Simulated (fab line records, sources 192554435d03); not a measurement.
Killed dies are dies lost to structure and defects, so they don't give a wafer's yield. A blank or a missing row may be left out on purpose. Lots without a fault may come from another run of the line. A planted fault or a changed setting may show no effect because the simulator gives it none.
fab line records | flow n5_finfet | part 1 of 2: steps 1 to 20 of 27
record lots=5 wafers=15 last_day=15
route steps=1938 shown BEOL_M15@1790
lots that met no fault: from a run of the same line without faults
start_h: hours from the record's first day to the start of the lot's first wafer shown | wait_h: hours since the lot's step before | " the same as in the row above | L1.1+2: a row that stands for several wafers | - no value, or no start given | * or withheld: withheld | < > ~ a bound
route shown NAME@n: a module of which the file shows steps, and the number in the route of the first | usual: mean/standard deviation of fault-free wafers | same: alike in all rows | chamber/n: place in a boat | sites: the reading at each site | _std_site: their standard deviation | _edge_site: outer sites' mean less inner sites' | radius_mm: how far each site lies from the wafer's centre | mask NAME#n: copy n | behind: the tool/chamber that last shaped the wafer | hold: why the lot was held/for how many hours/how that ended | device: the transistor (n, p or np) that didn't switch | end of line: the same wafers' tests at the end of the route | a step without rows: its recipe alone | killed: dies lost to structure and defects at the first sort, not the wafer's yield | map: a wafer's dies, x killed, . not, _ none there
set.NAME: the setting as run; set.NAME@STEP: as run at that earlier step | model.NAME: the simulator's own value behind a step, which no gauge read
lots at some steps of the route; a table a step, a row a wafer
services: from which hour (start_h, from the record's first day; less than 0 if before it) a tool's chamber was out of use, for how many hours, and why
## steps
# step N5_BEOL_M15_STRIP_64
# recipe chemistry=O2 power_w=600 temp_c=60 pressure_mtorr=30 rf_frequency_hz=6e+07 bias_power_w=0 overash_fraction=0.3 o2_flow_sccm=225
# usual chamber_pressure_mTorr=29.998/0.027 drypump_motor_current_A=5.8/0.44 o2_flow_sccm=225.0/0.66 oes_product_au=0.77/0.088 rf_vpp_V=3.7/0.51 showerhead_plenum_p_Torr=2.08/0.059 throttle_valve_pct=16.73/0.3
# same bias_power_w=0
# columns lot.wafer tool chamber start_h wait_h chamber_pressure_mTorr drypump_motor_current_A o2_flow_sccm oes_product_au rf_hours_counter_h rf_vpp_V showerhead_plenum_p_Torr throttle_valve_pct
L074.1 rie_diel-05 3 - - 29.996 6.1 224.8 0.77 116 4.1 2.04 16.73
L074.4 " 2 " " 29.962 5.3 225.9 0.70 203 4.1 2.17 16.66
L074.6 " 3 " " 30.000 6.1 224.7 0.78 - 2.7 2.04 16.74
L079.3 rie_diel-04 3 - - 30.029 5.3 225.6 0.94 15 2.9 2.07 16.15
L079.4 " 1 " " 29.970 5.2 224.8 0.85 62 3.9 2.13 16.69
L079.6 " 2 " " 30.025 6.2 224.9 0.73 - 3.3 2.08 16.97
L083.4 rie_diel-02 3 - - 30.025 5.8 225.9 0.98 3 4.0 2.06 16.11
L083.5 " 0 " " 29.980 5.8 225.0 0.71 - 3.8 2.07 17.00
L083.6 " 1 " " 30.022 6.0 225.2 0.74 - 4.1 2.01 17.08
L091.1 rie_diel-04 1 - - 30.029 5.2 225.7 0.83 82 4.6 2.12 16.71
L091.2 " 2 " " 30.010 6.2 225.2 0.71 205 4.0 2.08 17.01
L091.5 " 2 " " 30.012 6.2 225.1 0.71 - 4.1 2.08 17.01
L093.1 rie_diel-04 1 - - 30.027 5.2 225.3 0.82 83 3.2 2.12 16.72
L093.2 " 0 " " 30.033 5.2 225.8 0.68 240 4.2 1.97 16.83
L093.3 " 2 " " 30.005 6.2 225.7 0.71 206 3.0 2.08 17.00
# step N5_BEOL_M15_STRIP_65
# recipe chemistry=post_etch_residue_remover time_s=60 temp_c=25 remover_ph=withheld remover_water_wt_pct=withheld remover_fluoride_wt_pct=withheld
# columns lot.wafer tool chamber start_h wait_h
L074.1+4+6 wet_bench-01 6,5,2 236.03 -
L079.3+4+6 wet_bench-01 3,7,2 262.29 -
L083.4+5+6 wet_bench-02 7,3,6 314.90 -
L091.1+2+5 wet_bench-04 0,7,3 346.14 -
L093.1+2+3 wet_bench-02 5,3,7 349.50 -
# step N5_BEOL_M15_SRD_66
# recipe time_s=30 temp_c=23 rinse_liquid=diw dry=n2_spin spin_rpm=1500 dry_time_s=30
# columns lot.wafer tool chamber start_h wait_h
L074.1+4+6 wet_bench-01 6,5,2 236.05 0.0
L079.3+4+6 wet_bench-01 3,7,2 262.31 0.0
L083.4+5+6 wet_bench-02 7,3,6 314.92 0.0
L091.1+2+5 wet_bench-04 0,7,3 346.16 0.0
L093.1+2+3 wet_bench-02 5,3,7 349.52 0.0
# step N5_BEOL_M15_CD_MEAS_17
# recipe target_cd_nm=360 polarity=opening
# usual cd_nm=361.2/2
# columns lot.wafer tool chamber start_h wait_h cd_nm
L074.1 cd_sem-01 - 236.09 0.0 360.6
L074.4 " - " " 362.7
L074.6 " - " " 360.0
L079.3 cd_sem-03 - 262.36 0.0 361.6
L079.4 " - " " 365.1
L079.6 " - " " 362.6
L083.4 cd_sem-02 - 314.97 0.0 362.6
L083.5 " - " " 359.3
L083.6 " - " " 359.6
L091.1 cd_sem-02 - 346.20 0.0 361.7
L091.2 " - " " 365.2
L091.5 " - " " 362.4
L093.1 cd_sem-03 - 349.56 0.0 364.0
L093.2 " - " " 361.6
L093.3 " - " " 363.1
# step N5_BEOL_M15_COAT_56
# recipe resist=SOC temp_c=250 time_s=60 spin_rpm=1500 resist_thk_nm=550
# columns lot.wafer tool chamber start_h wait_h
L074.1+4+6 litho_track-04 0 236.13 0.0
L079.3+4+6 litho_track-04 0 262.40 0.0
L083.4+5+6 litho_track-02 0 315.01 0.0
L091.1+2+5 litho_track-04 0 346.24 0.0
L093.1+2+3 litho_track-03 0 349.60 0.0
# step N5_BEOL_M15_ETCH_57
# recipe chemistry=N2/H2 target=SOC source_w=3000 bias_w=350 time_s=750 ion_energy_ev=200 pressure_mtorr=30 n2_flow_sccm=200 h2_flow_sccm=200
# usual chamber_pressure_mTorr=30.002/0.026 drypump_motor_current_A=5.9/0.4 n2_flow_sccm=200.0/0.6 oes_product_au=0.76/0.087 rf_fwd_power_W=2998/8.9 rf_vpp_V=523.3/2.2 showerhead_plenum_p_Torr=2.52/0.077 throttle_valve_pct=17.8/0.31
# columns lot.wafer tool chamber start_h wait_h chamber_pressure_mTorr drypump_motor_current_A n2_flow_sccm oes_product_au rf_fwd_power_W rf_hours_counter_h rf_vpp_V showerhead_plenum_p_Torr throttle_valve_pct
L074.1 rie_diel-04 0 236.19 - 30.008 5.2 200.3 0.71 3005 211 518.8 2.42 17.9
L074.4 " 2 " " 29.978 6.2 199.6 0.73 2996 - 524.0 2.52 17.9
L074.6 " 3 " " 29.958 5.3 200.1 0.97 3003 - 523.6 2.49 17.1
L079.3 rie_diel-02 2 262.46 - 30.015 6.3 199.1 0.71 3017 194 527.0 2.63 17.9
L079.4 " 3 " " 30.011 5.8 200.5 0.71 2997 247 524.0 2.50 17.7
L079.6 " 0 " " 29.988 5.8 201.3 0.72 2997 - 522.9 2.50 18.0
L083.4 rie_diel-02 2 315.06 - 29.995 6.3 199.5 0.69 2995 215 527.5 2.62 18.0
L083.5 " 2 " " 30.027 6.3 199.5 0.69 3011 - 526.1 2.62 18.0
L083.6 " 1 " " 30.010 6.0 201.4 0.73 3006 - 520.0 2.44 18.2
L091.1 rie_diel-04 3 346.48 - 29.989 5.3 199.1 0.90 3009 35 521.0 2.48 17.1
L091.2 " 0 " " 29.982 5.2 199.5 0.68 2989 239 518.9 2.41 17.9
L091.5 " 3 " " 29.976 5.2 199.4 0.90 2991 - 522.8 2.48 17.1
L093.1 rie_diel-02 2 349.74 - 30.023 6.2 200.5 0.68 2997 227 525.7 2.61 18.0
L093.2 " 1 " " 30.056 6.0 200.0 0.72 2988 171 521.5 2.43 18.2
L093.3 " 0 " " 30.017 5.8 199.8 0.70 2998 258 522.2 2.49 18.1
# step N5_BEOL_M15_COAT_60
# recipe resist=BARC temp_c=205 time_s=60 spin_rpm=1500 resist_thk_nm=89
# columns lot.wafer tool chamber start_h wait_h
L074.1+4+6 litho_track-04 0 236.69 0.3
L079.3+4+6 litho_track-03 0 262.96 0.3
L083.4+5+6 litho_track-02 0 315.57 0.3
L091.1+2+5 litho_track-02 0 346.98 0.3
L093.1+2+3 litho_track-02 0 350.24 0.3
# step N5_BEOL_M15_COAT_22
# recipe spin_rpm=1704 resist_thk_nm=800
# columns lot.wafer tool chamber start_h wait_h
L074.1+4+6 litho_track-04 0 - -
L079.3+4+6 litho_track-03 0 - -
L083.4+5+6 litho_track-02 0 - -
L091.1+2+5 litho_track-02 0 - -
L093.1+2+3 litho_track-02 0 - -
# step N5_BEOL_M15_EBR_24
# recipe solvent=PGMEA ebr_width_mm=1.5
# columns lot.wafer tool chamber start_h wait_h
L074.1+4+6 litho_track-04 0 - -
L079.3+4+6 litho_track-03 0 - -
L083.4+5+6 litho_track-02 0 - -
L091.1+2+5 litho_track-02 0 - -
L093.1+2+3 litho_track-02 0 - -
# step N5_BEOL_M15_SOFTBAKE_23
# recipe temp_c=130 time_s=60
# columns lot.wafer tool chamber start_h wait_h
L074.1+4+6 litho_track-04 0 - -
L079.3+4+6 litho_track-03 0 - -
L083.4+5+6 litho_track-02 0 - -
L091.1+2+5 litho_track-02 0 - -
L093.1+2+3 litho_track-02 0 - -
# step N5_BEOL_M15_EXPOSE_25
# recipe mask_id=M15 na=0.8 source_shape=annular sigma_inner=0.5 sigma_outer=0.8 polarization=unpolarized target_cd_nm=400 dose_mj=35.5
# usual focus_offset_nm=0.0/0.53
# same sigma_inner=0.5
# columns lot.wafer tool chamber start_h wait_h mask focus_offset_nm
L074.1 krf_scanner-01 0 236.92 - M15#0 -0.3
L074.4 " 0 " " M15#0 -0.5
L074.6 " 0 " " M15#0 -0.6
L079.3 krf_scanner-01 0 263.19 - M15#0 -0.6
L079.4 " 0 " " M15#0 0.5
L079.6 " 0 " " M15#0 -0.5
L083.4 krf_scanner-02 0 315.81 - M15#0 -1.1
L083.5 " 0 " " M15#0 -0.1
L083.6 " 0 " " M15#0 -0.8
L091.1 krf_scanner-02 0 347.20 - M15#0 -0.3
L091.2 " 0 " " M15#0 0.1
L091.5 " 0 " " M15#0 0.3
L093.1 krf_scanner-02 0 350.34 - M15#0 0.6
L093.2 " 0 " " M15#0 0.0
L093.3 " 0 " " M15#0 0.3
# step N5_BEOL_M15_PEB_26
# recipe peb_temp_c=130 peb_time_s=90
# columns lot.wafer tool chamber start_h wait_h
L074.1+4+6 litho_track-04 0 236.98 0.1
L079.3+4+6 litho_track-02 0 263.24 0.0
L083.4+5+6 litho_track-03 0 315.85 0.0
L091.1+2+5 litho_track-04 0 347.26 0.1
L093.1+2+3 litho_track-04 0 350.39 0.1
# step N5_BEOL_M15_DEVELOP_27
# recipe develop_time_s=45 rinse_liquid=diw dry=air_spin dev_temp_c=21
# columns lot.wafer tool chamber start_h wait_h
L074.1+4+6 litho_track-04 0 - -
L079.3+4+6 litho_track-02 0 - -
L083.4+5+6 litho_track-03 0 - -
L091.1+2+5 litho_track-04 0 - -
L093.1+2+3 litho_track-04 0 - -
# step N5_BEOL_M15_HARDBAKE_32
# recipe temp_c=130 time_s=120
# columns lot.wafer tool chamber start_h wait_h
L074.1+4+6 litho_track-04 0 - -
L079.3+4+6 litho_track-02 0 - -
L083.4+5+6 litho_track-03 0 - -
L091.1+2+5 litho_track-04 0 - -
L093.1+2+3 litho_track-04 0 - -
# step N5_BEOL_M15_CD_MEAS_28
# recipe target_cd_nm=407.6 landing_energy_ev=500 detector=se_inlens
# usual cd_nm=408.4/2
# columns lot.wafer tool chamber start_h wait_h cd_nm
L074.1 cd_sem-02 0 237.09 - 410.8
L074.4 " 0 " " 409.4
L074.6 " 0 " " 411.8
L079.3 cd_sem-02 0 263.36 - 407.3
L079.4 " 0 " " 410.8
L079.6 " 0 " " 406.3
L083.4 cd_sem-02 0 315.97 - 408.5
L083.5 " 0 " " 408.5
L083.6 " 0 " " 408.5
L091.1 cd_sem-01 0 347.37 - 409.2
L091.2 " 0 " " 407.8
L091.5 " 0 " " 408.5
L093.1 cd_sem-03 0 350.51 - 405.2
L093.2 " 0 " " 406.0
L093.3 " 0 " " 404.0
# step N5_BEOL_M15_OVL_MEAS_29
# recipe points_per_wafer=44
# usual M15_OVL=1/4.7
# columns lot.wafer tool chamber start_h wait_h M15_OVL[nm]
L074.1 overlay-02 0 237.12 0.0 -1
L074.4 " 0 " " 0
L074.6 " 0 " " 2
L079.3 overlay-01 0 263.38 0.0 -4
L079.4 " 0 " " -1
L079.6 " 0 " " -1
L083.4 overlay-01 0 315.99 0.0 3
L083.5 " 0 " " 4
L083.6 " 0 " " -2
L091.1 overlay-01 0 347.41 0.0 5
L091.2 " 0 " " 3
L091.5 " 0 " " -3
L093.1 overlay-01 0 350.54 0.0 3
L093.2 " 0 " " -4
L093.3 " 0 " " 2
# step N5_BEOL_M15_INSPECT_30
# recipe mode=adi inspect_instrument=macro
# usual raw_defect_count=2.1/1.4
# columns lot.wafer tool chamber start_h wait_h raw_defect_count
L074.1 defect_inspect-01 - 237.15 0.0 2
L074.4 " - " " 4
L074.6 " - " " 2
L079.3 defect_inspect-02 - 263.41 0.0 0
L079.4 " - " " 3
L079.6 " - " " 3
L083.4 defect_inspect-01 - 316.02 0.0 1
L083.5 " - " " 1
L083.6 " - " " 4
L091.1 defect_inspect-01 - 347.43 0.0 2
L091.2 " - " " 1
L091.5 " - " " 1
L093.1 defect_inspect-02 - 350.56 0.0 0
L093.2 " - " " 3
L093.3 " - " " 2
# step N5_BEOL_M15_DESCUM_33
# recipe chemistry=O2 time_s=7.9 source_power_w=50 bias_power_w=20 pressure_mtorr=20 rf_frequency_hz=2.712e+07 temp_c=40 o2_flow_sccm=225
# usual bias_power_w=20.00/0.062 chamber_pressure_mTorr=19.998/0.018 drypump_motor_current_A=5.8/0.39 o2_flow_sccm=225.0/0.65 oes_product_au=0.76/0.09 rf_fwd_power_W=49.41/0.27 rf_vpp_V=242.7/1.2 showerhead_plenum_p_Torr=2.08/0.059 throttle_valve_pct=20.5/0.31
# columns lot.wafer tool chamber start_h wait_h bias_power_w chamber_pressure_mTorr drypump_motor_current_A o2_flow_sccm oes_product_au rf_fwd_power_W rf_hours_counter_h rf_vpp_V showerhead_plenum_p_Torr throttle_valve_pct
L074.1 rie_diel-04 1 237.18 0.0 20.10 19.979 5.2 224.5 0.87 49.75 55 243.5 2.13 20.5
L074.4 " 0 " " 19.98 20.043 5.2 225.9 0.70 49.69 212 240.5 1.97 20.5
L074.6 " 2 " " 20.02 20.013 6.2 225.1 0.73 49.26 - 241.9 2.08 20.7
L079.3 rie_diel-02 2 263.77 0.4 19.99 19.970 6.3 224.9 0.70 49.83 194 245.4 2.17 20.6
L079.4 " 1 " " 19.98 19.990 6.0 226.7 0.75 49.50 138 241.5 2.02 20.9
L079.6 " 2 " " 20.01 19.985 6.3 224.4 0.71 49.63 - 243.6 2.17 20.6
L083.4 rie_diel-04 0 316.49 0.5 20.04 20.011 5.2 224.3 0.69 49.63 229 241.6 1.97 20.5
L083.5 " 1 " " 19.96 20.013 5.2 225.1 0.83 49.40 - 243.8 2.12 20.5
L083.6 " 0 " " 20.00 20.000 5.2 224.7 0.69 49.64 - 242.0 1.97 20.5
L091.1 rie_diel-02 1 347.46 0.0 20.01 19.988 6.0 225.4 0.73 49.44 170 241.6 2.01 20.9
L091.2 " 2 " " 20.04 19.992 6.3 223.8 0.67 49.70 227 245.1 2.16 20.7
L091.5 " 0 " " 20.05 19.977 5.8 224.6 0.70 49.33 - 244.1 2.06 20.7
L093.1 rie_diel-04 3 350.60 0.0 19.88 19.998 5.2 225.7 0.90 49.46 37 242.9 2.06 20.0
L093.2 " 1 " " 19.95 19.996 5.2 225.3 0.83 49.54 84 242.4 2.12 20.5
L093.3 " 2 " " 19.98 20.029 6.2 225.0 0.71 49.18 206 243.2 2.07 20.7
# step N5_BEOL_M15_ETCH_61
# recipe chemistry=N2/H2 target=BARC target_depth_a=890 overetch_a=267 time_s=67.9 ion_energy_ev=200 pressure_mtorr=30 source_w=840 bias_w=150 n2_flow_sccm=200 h2_flow_sccm=200
# usual chamber_pressure_mTorr=29.999/0.027 drypump_motor_current_A=5.8/0.39 n2_flow_sccm=200.1/0.6 oes_product_au=0.65/0.074 rf_fwd_power_W=833/3.7 rf_vpp_V=523.4/2 showerhead_plenum_p_Torr=2.51/0.073 throttle_valve_pct=17.9/0.32
# columns lot.wafer tool chamber start_h wait_h chamber_pressure_mTorr drypump_motor_current_A n2_flow_sccm oes_product_au rf_fwd_power_W rf_hours_counter_h rf_vpp_V showerhead_plenum_p_Torr throttle_valve_pct
L074.1 rie_diel-04 1 237.22 0.0 30.018 5.2 199.8 0.73 837 55 525.4 2.59 17.8
L074.4 " 0 " " 29.993 5.2 199.9 0.60 835 212 520.5 2.42 18.0
L074.6 " 2 " " 29.966 6.2 201.1 0.62 830 - 523.1 2.52 18.0
L079.3 rie_diel-02 2 263.81 0.0 30.020 6.3 200.9 0.61 833 194 526.0 2.63 18.0
L079.4 " 1 " " 29.997 6.0 198.8 0.64 828 138 521.8 2.45 18.3
L079.6 " 2 " " 29.996 6.3 200.1 0.61 838 - 524.8 2.63 18.0
L083.4 rie_diel-04 0 316.53 0.0 30.054 5.2 199.7 0.60 834 229 520.6 2.41 18.0
L083.5 " 1 " " 29.954 5.2 199.5 0.72 833 - 523.9 2.58 17.9
L083.6 " 0 " " 30.000 5.3 200.5 0.60 837 - 521.0 2.41 18.0
L091.1 rie_diel-02 1 347.50 0.0 30.006 6.0 201.7 0.62 832 171 520.8 2.43 18.3
L091.2 " 2 " " 29.972 6.3 200.1 0.59 832 227 526.4 2.61 18.1
L091.5 " 0 " " 29.983 5.8 200.5 0.60 832 - 524.2 2.49 18.2
L093.1 rie_diel-04 3 350.63 0.0 29.966 5.3 200.7 0.76 835 37 523.5 2.48 17.2
L093.2 " 1 " " 29.968 5.2 199.1 0.70 838 84 526.5 2.57 17.9
L093.3 " 2 " " 30.038 6.2 200.4 0.60 832 206 522.5 2.51 18.1
# step N5_BEOL_M15_TRENCH_ETCH_34
# recipe chemistry=C4F8/O2/Ar target=SiO2 target_depth_a=8729.3 he_inner_torr=15 he_outer_torr=30 time_s=199 ion_energy_ev=800 pressure_mtorr=20 source_w=1905 bias_w=2040 Ar_flow_sccm=400 C4F8_flow_sccm=16 O2_flow_sccm=12
# usual chamber_pressure_mTorr=20.000/0.018 drypump_motor_current_A=5.8/0.39 he_inner_torr=14.998/0.029 oes_f_703_au=0.76/0.088 oes_product_au=0.76/0.092 rf_fwd_power_W=1901/6.3 rf_vpp_V=2221/24 showerhead_plenum_p_Torr=3.41/0.084 throttle_valve_pct=30.93/0.29
# columns lot.wafer tool chamber start_h wait_h chamber_pressure_mTorr drypump_motor_current_A he_inner_torr oes_f_703_au oes_product_au rf_fwd_power_W rf_hours_counter_h rf_vpp_V showerhead_plenum_p_Torr throttle_valve_pct
L074.1 rie_diel-04 1 237.27 0.0 19.988 5.2 14.965 0.81 0.85 1904 55 2254 3.50 31.05
L074.4 " 0 " " 20.026 5.2 15.015 0.69 0.70 1906 212 2239 3.29 31.04
L074.6 " 2 " " 19.985 6.2 15.057 0.71 0.72 1904 - 2211 3.44 31.22
L079.3 rie_diel-02 2 263.86 0.0 20.036 6.3 15.006 0.72 0.70 1898 194 2228 3.53 30.94
L079.4 " 1 " " 20.013 6.1 14.966 0.75 0.75 1895 138 2221 3.32 31.36
L079.6 " 2 " " 19.981 6.3 15.020 0.72 0.71 1900 - 2228 3.53 30.94
L083.4 rie_diel-04 0 316.58 0.0 19.972 5.2 15.004 0.68 0.69 1913 229 2238 3.28 31.05
L083.5 " 1 " " 19.992 5.2 15.005 0.79 0.82 1913 - 2253 3.49 31.05
L083.6 " 0 " " 19.964 5.2 15.006 0.68 0.69 1908 - 2237 3.28 31.05
L091.1 rie_diel-02 1 347.55 0.0 20.032 6.0 15.007 0.72 0.72 1893 171 2221 3.30 31.39
L091.2 " 2 " " 20.009 6.2 15.001 0.70 0.68 1901 227 2225 3.52 30.96
L091.5 " 0 " " 20.001 5.8 14.966 0.68 0.69 1903 - 2243 3.38 30.98
L093.1 rie_diel-04 3 350.68 0.0 19.983 5.3 14.963 0.90 0.90 1905 37 2244 3.39 30.44
L093.2 " 1 " " 20.031 5.2 14.982 0.78 0.81 1901 84 2255 3.49 31.07
L093.3 " 2 " " 20.018 6.2 15.024 0.69 0.70 1900 206 2209 3.43 31.25
